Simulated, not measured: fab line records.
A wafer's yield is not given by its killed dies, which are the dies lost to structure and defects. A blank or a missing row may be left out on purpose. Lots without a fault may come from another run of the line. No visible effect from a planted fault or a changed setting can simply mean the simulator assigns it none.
Comparing a struck lot with a sound one | flow n5-finfet | 34 steps out of a route of 1938
Sound: these wafers, L152.1, L152.3, L152.5. Struck: wafer L155.3 (L155.2, L155.6, from the same lot, were not struck and are left out); the cause is given at the end.
Per side, at each step with rows, come the tool, then ch with its chambers, and then its first start. Under that, the readings that differ: sound wafers | struck wafers | difference of the means | sigmas: that difference in standard deviations of wafers without a fault.
alike: readings with means less than 2 such deviations apart, plus words and numbers identical on both sides. not compared: withheld readings, readings lacking a value on some wafer, bounds such as >300 that could conceal the same value, and numbers that have no deviation in the record and whose values overlap.
The two part at a step that has a row with sigmas, a row that says differs or no value, or rows on one side only. When numbers do not overlap yet have no deviation, they are printed without sigmas and do not part them. Lack of a reading on every wafer of one side parts them only where that side has two or more wafers.

first, 9 steps without rows for these wafers: N5_BEOL_M11_PEB_26 (peb time 60 s); N5_BEOL_M11_DEVELOP_27 (develop time 30 s); N5_BEOL_M11_DESCUM_33 (chemistry O2, time 7.9 s); N5_BEOL_M11_ETCH_65 (etches SiARC in CF4, target depth 39 nm, time 65 s); N5_BEOL_M11_ETCH_66 (etches SOC in N2/H2, target depth 120 nm, overetch 24 nm, time 180 s); N5_BEOL_M11_STRIP_69 (strips in N2/H2); N5_BEOL_M11_VIA_ETCH_34 (etches SiCOH lowk in C4F6/O2, target depth 184.5 nm, time 69.2 s); N5_BEOL_M11_STRIP_73 (strips in C4F6/O2); N5_BEOL_M11_STRIP_36 (strips in N2/H2).
N5_BEOL_M11_TRENCH_ETCH_37: etches SiCOH lowk in C4F6/O2, target depth 148.83 nm, time 48 s.
  sound on rie-diel-01 ch 1,2, day 10 12:59; struck on rie-diel-01 ch 1, day 16 21:05
  reading               | sound          | struck | difference | sigmas
  oes-product-au (a.u.) | 0.70 0.68 0.71 | 0.92   | +0.22      | +3
  alike: drypump-motor-current-A, rf-vpp-V, showerhead-plenum-p-Torr, throttle-valve-pct
  not compared: rf-hours-counter-h
then, 23 steps without rows for these wafers: N5_BEOL_M11_ETCH_41 (etches SiCN in CH3F/O2, target depth 42.6 nm, time 86 s); N5_BEOL_M11_STRIP_77 (strips in N2/H2, time 10 s); N5_BEOL_M11_HM_STRIP_39 (strips TiN in peroxide tin strip, target depth 25 nm, time 158 s); N5_BEOL_M11_SRD_40 (time 30 s); N5_BEOL_M11_PRECLEAN_42 (cleans in residue remover, time 60 s); N5_BEOL_M11_SRD_43 (time 30 s); N5_BEOL_M11_CURE_72 (cures SiCOH lowk, time 120 s); N5_BEOL_M11_DEGAS_44 (time 60 s); N5_BEOL_M11_PRE_CLEAN_45 (time 30 s); N5_BEOL_M11_ALD_74 (deposits TaN, target thk 2 nm, pulse time 2 s, purge time 3 s); N5_BEOL_M11_SURFACE_TREAT_76; N5_BEOL_M11_CVD_75 (deposits Co from CCTBA/H2, target thk 2 nm, time 138.9 s); N5_BEOL_M11_SPUTTER_48 (material Cu, target thk 12 nm, time 2 s); N5_BEOL_M11_ECD_50 (material Cu, target thk 318 nm); N5_BEOL_M11_ANNEAL_51 (time 90 s); N5_BEOL_M11_CMP_52 (polishes, stops on SiCOH lowk, t overpolish 7 s, target thk 140 nm); N5_BEOL_M11_PRE_CLEAN_55 (time 15 s); N5_BEOL_M11_DEP_56 (deposits SiCN from 3MS/NH3, target thk 30 nm, time 10.5 s); N5_BEOL_M12_ILD_DEP_00 (deposits SiOC from DEMS/O2, target thk 658.92 nm, time 130.7 s); N5_BEOL_M12_COAT_58 (time 60 s, resist thk 89 nm); N5_BEOL_M12_COAT_04 (resist thk 400 nm); N5_BEOL_M12_EBR_06; N5_BEOL_M12_SOFTBAKE_05 (time 60 s).
N5_PASSIVATION_PROBE_49:
  struck on prober-01, day 18 15:52; sound on prober-01, day 12 11:48
  reading                  | sound          | struck | difference | sigmas
  defect-limited-yield (%) | 92.5 92.3 90.9 | 82.5   | -9.4       | -7
  killed_at_M4_up          | 5 9 10         | 117    | +109       | +23
  killed-dies              | 89 91 107      | 207    | +111       | +7
  sort_bin_5_function (%)  | 3.7 4.7 5.4    | 10.5   | +5.9       | +6
  sort_bin_6_memory (%)    | 3.5 2.6 3.4    | 4.6    | +1.4       | +2
  sort-n-pass              | 1091 1089 1073 | 973    | -111       | -5
  sort-yield-pct (%)       | 92.5 92.3 90.9 | 82.5   | -9.4       | -5
  alike: killed_at_M0_to_M3, killed-at-contacts, killed-at-front-end, killed-at-other, killed-open, killed-short, sort_bin_4_leakage

## WHERE THEY PART
Earliest at N5_BEOL_M11_TRENCH_ETCH_37; latest, in this record, at N5_PASSIVATION_PROBE_49.

WHY: what the simulator had put in
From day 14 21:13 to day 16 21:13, rie-diel-01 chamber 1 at N5_BEOL_M11_TRENCH_ETCH_37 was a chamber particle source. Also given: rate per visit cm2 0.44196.
